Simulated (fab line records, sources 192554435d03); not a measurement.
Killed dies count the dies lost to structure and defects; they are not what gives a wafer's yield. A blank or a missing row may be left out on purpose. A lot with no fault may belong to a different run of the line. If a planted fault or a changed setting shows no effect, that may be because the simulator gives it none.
Which tool did it? ; flow n5_finfet ; Sampling: 23 lots, 69 wafers, 3 of 1938 route steps

== WHAT THE GAUGES READ, wafer by wafer ==
N5_BEOL_M10_INSPECT_58: inspects for defects (darkfield).
lot;measured;on;raw_defect_count
L074;day 10 05:18;defect_inspect-02;41 70 44
L075;day 10 11:13;defect_inspect-02;62 57 82
L076;day 10 22:06;defect_inspect-02;64 57 54
L077;day 10 22:54;defect_inspect-02;52 50 47
L078;day 11 01:38;defect_inspect-01;79 81 100
L081;day 11 19:28;defect_inspect-02;60 43 60
L080;day 12 00:07;defect_inspect-02;43 66 47
L082;day 12 04:34;defect_inspect-02;76 87 76
L083;day 12 08:56;defect_inspect-02;68 93 56
L084;day 12 17:28;defect_inspect-01;74 94 118
L086;day 13 09:55;defect_inspect-02;83 47 59
L085;day 13 12:54;defect_inspect-02;63 61 52
L089;day 13 17:29;defect_inspect-02;73 73 90
L087;day 13 19:25;defect_inspect-01;85 113 78
L088;day 13 20:59;defect_inspect-02;42 34 58
L090;day 14 11:44;defect_inspect-01;64 47 52
L093;day 14 15:25;defect_inspect-02;76 130 125
L091;day 14 15:57;defect_inspect-01;59 56 51
L092;day 14 22:10;defect_inspect-02;61 91 99
L094;day 14 23:01;defect_inspect-01;101 66 53
L095;day 15 22:32;defect_inspect-01;81 49 58
L097;day 16 01:15;defect_inspect-01;53 130 54
L096;day 16 02:40;defect_inspect-01;48 54 42

N5_BEOL_M11_INSPECT_13: inspects for defects (brightfield).
lot;measured;on;raw_defect_count
L074;day 10 08:16;defect_inspect-01;274 429 342
L075;day 10 13:07;defect_inspect-02;439 414 395
L076;day 11 01:33;defect_inspect-02;411 259 350
L077;day 11 01:47;defect_inspect-01;293 336 319
L078;day 11 04:35;defect_inspect-02;391 424 531
L081;day 11 21:22;defect_inspect-01;416 419 355
L080;day 12 03:13;defect_inspect-02;355 413 259
L082;day 12 06:41;defect_inspect-02;414 412 256
L083;day 12 12:04;defect_inspect-01;520 564 321
L084;day 12 20:38;defect_inspect-01;552 527 536
L086;day 13 11:21;defect_inspect-01;446 226 234
L085;day 13 15:40;defect_inspect-01;372 300 275
L089;day 13 19:14;defect_inspect-02;287 249 400
L087;day 13 21:40;defect_inspect-02;603 485 372
L088;day 13 22:40;defect_inspect-02;285 306 233
L090;day 14 13:53;defect_inspect-01;286 266 335
L093;day 14 17:35;defect_inspect-02;492 435 492
L091;day 14 17:47;defect_inspect-01;372 361 278
L092;day 14 23:37;defect_inspect-02;543 482 494
L094;day 15 01:42;defect_inspect-01;337 369 305
L095;day 16 00:13;defect_inspect-01;480 324 441
L097;day 16 03:01;defect_inspect-01;303 403 311
L096;day 16 08:56;defect_inspect-01;253 277 310

== WHAT TOOL EACH LOT RAN ON (gives the tool, then ch and the chambers of the sampled wafers, and finally the start) ==
lot;N5_BEOL_M10_DESCUM_33
L074;rie_diel-05 ch 2,3, day 10 00:06
L075;rie_diel-05 ch 1,2, day 10 07:44
L076;rie_diel-03 ch 2,3, day 10 18:08
L077;rie_diel-03 ch 1,2,3, day 10 18:37
L078;rie_diel-03 ch 1,2,3, day 10 20:52
L081;rie_diel-03 ch 0,1, day 11 15:33
L080;rie_diel-04 ch 0,1,2, day 11 20:00
L082;rie_diel-03 ch 0,1, day 12 01:26
L083;rie_diel-05 ch 0,2, day 12 05:44
L084;rie_diel-04 ch 1,2, day 12 13:59
L086;rie_diel-04 ch 0,3, day 13 06:36
L085;rie_diel-04 ch 0,1,3, day 13 09:39
L089;rie_diel-04 ch 0,2,3, day 13 14:29
L087;rie_diel-05 ch 0,1,2, day 13 16:34
L088;rie_diel-03 ch 1,2,3, day 13 17:22
L090;rie_diel-04 ch 0,1,3, day 14 08:23
L093;rie_diel-04 ch 2,3, day 14 11:31
L091;rie_diel-05 ch 0,1,2, day 14 12:35
L092;rie_diel-04 ch 2,3, day 14 18:46
L094;rie_diel-04 ch 0,1,2, day 14 19:20
L095;rie_diel-05 ch 0,1,3, day 15 19:29
L097;rie_diel-05 ch 0,1,2, day 15 22:20
L096;rie_diel-03 ch 1,2, day 15 22:27
- N5_BEOL_M10_DESCUM_33: chemistry O2, time 7.9 s.

== WHAT THE TOOLS THEMSELVES READ (means of the sampled wafers that have a number; where no wafer has one, the mark that the record gives instead) ==
N5_BEOL_M10_DESCUM_33.
lot;tool;drypump_motor_current_A (A);oes_product_au (a.u.);rf_vpp_V (V);showerhead_plenum_p_Torr (Torr);throttle_valve_pct (%)
L074;rie_diel-05;6.2;0.73;243.6;2.11;20.60
L075;rie_diel-05;6.2;0.87;242.0;2.05;20.38
L076;rie_diel-03;6.0;0.75;243.4;2.11;20.53
L077;rie_diel-03;6.1;0.78;243.2;2.10;20.62
L078;rie_diel-03;6.1;0.79;244.0;2.09;20.62
L081;rie_diel-03;6.2;0.85;243.1;2.06;20.65
L080;rie_diel-04;5.6;0.83;242.9;2.08;20.21
L082;rie_diel-03;6.0;0.83;242.8;2.08;20.67
L083;rie_diel-05;6.1;0.80;240.9;2.02;20.19
L084;rie_diel-04;5.8;0.74;242.7;2.06;20.33
L086;rie_diel-04;5.7;0.89;244.8;2.17;20.31
L085;rie_diel-04;5.9;0.81;243.2;2.15;20.42
L089;rie_diel-04;5.7;0.88;244.4;2.13;20.26
L087;rie_diel-05;6.2;0.80;241.2;2.03;20.31
L088;rie_diel-03;6.1;0.85;243.6;2.09;20.56
L090;rie_diel-04;5.9;0.80;243.6;2.14;20.43
L093;rie_diel-04;6.0;0.86;244.4;2.16;20.39
L091;rie_diel-05;6.2;0.80;241.8;2.02;20.33
L092;rie_diel-04;6.0;0.85;243.3;2.16;20.41
L094;rie_diel-04;5.6;0.80;242.0;2.07;20.26
L095;rie_diel-05;6.2;0.85;243.9;2.06;20.42
L097;rie_diel-05;6.2;0.79;241.4;2.02;20.34
L096;rie_diel-03;6.1;0.84;242.7;2.06;20.69

== THE ANSWER, worked out from the rows above alone ==
Rule: the usual values come from the lots themselves. Put in order of their means at a reading, lots are off if they are a third of the lots or fewer, leave a main group of 4 or more, and stand apart from it by a gap of 3 or more times the standard deviation of the main group's means; of several such gaps the widest counts. Not used: any main group whose means are identical at the precision the tables above print for the reading. Also off: a lot with no number at a reading for which 4 or more lots have one. All remaining lots with rows at the step are treated as sound. The gauges are gone through in route order, then the tools' own readings, and for those a lot's mean is taken as printed above. At the first step where some lot is off, the reading lying furthest off is the one used; lots without a number count as furthest.
Across all readings shown, no lot is off: no conclusion can be drawn from this.

== WHAT THE SIMULATOR HAD INSERTED ==
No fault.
